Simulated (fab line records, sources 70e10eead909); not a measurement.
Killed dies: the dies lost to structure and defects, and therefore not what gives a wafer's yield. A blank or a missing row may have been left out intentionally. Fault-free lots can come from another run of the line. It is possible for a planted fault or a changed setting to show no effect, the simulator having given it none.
Chamber matching	flow nand-harc	NHARC_A_CONTACT_ETCH_48 on rie-diel-08 has 4 sister chambers
The step etches the open film in CF4, target depth 39 nm, time 65 s. 17 wafers are shown with their chamber, then 8 later ones without.

WAFERS WITH THEIR CHAMBER
wafer	chamber	showerhead-plenum-p-Torr (Torr)	rf-vpp-V (V)	oes-product-au (a.u.)
L758.4	1	1.71	150.8	0.998
L758.5	1	1.71	150.5	0.995
L758.6	0	1.82	151.1	1.001
L760.2	3	1.85	152.1	1.005
L760.4	1	1.70	150.7	1.002
L760.5	3	1.85	153.4	1.009
L761.1	0	1.82	152.0	1.004
L761.2	3	1.84	151.6	1.010
L761.3	2	1.85	151.5	1.000
L762.1	2	1.85	153.0	0.994
L762.3	1	1.70	150.1	0.988
L762.4	0	1.82	150.8	0.992
L765.1	2	1.85	153.0	0.988
L765.3	0	1.82	150.5	0.992
L765.4	1	1.70	151.4	1.004
L768.2	1	1.70	151.1	1.012
L768.5	2	1.85	153.3	0.988

SIGNATURES, as means of the wafers listed above
reading	chamber 0	chamber 1	chamber 2	chamber 3	scatter within a chamber
showerhead-plenum-p-Torr	1.8200	1.7033	1.8500	1.8467	0.00392
rf-vpp-V	151.100	150.767	152.700	152.367	0.679
oes-product-au	0.99725	0.99983	0.99250	1.00800	0.00659
Rule: a wafer's distance from a chamber is the root of the sum, over the readings, of the square of ((its reading less the chamber's mean) divided by the reading's scatter). The wafer belongs to the nearest chamber; if the next one is less than 2 further off, it can't be placed. The scatter is the square root of a quotient: the sum, over the shown wafers, of each reading's squared deviation from its chamber's mean, divided by wafers minus chambers.

WAFERS WITHOUT THEIR CHAMBER
wafer	showerhead-plenum-p-Torr (Torr)	rf-vpp-V (V)	oes-product-au (a.u.)
L768.6	1.84	151.3	1.001
L770.3	1.84	152.7	0.989
L770.4	1.82	150.3	0.991
L770.6	1.70	149.8	1.000
L771.2	1.82	151.3	0.980
L771.5	1.70	150.7	0.999
L771.6	1.84	153.9	0.987
L774.3	1.84	151.3	1.006

WHICH CHAMBER EACH ONE RAN IN
wafer	from the rows above	in truth
L768.6	can't be placed: 3 or 2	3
L770.3	can't be placed: 2 or 3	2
L770.4	0	0
L770.6	1	1
L771.2	0	0
L771.5	1	1
L771.6	can't be placed: 2 or 3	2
L774.3	can't be placed: 3 or 2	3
Placed correctly: 4 of 8. Cannot be placed on the basis of these rows: 4; the candidates contain the true chamber in 4. Placed wrongly: 0.
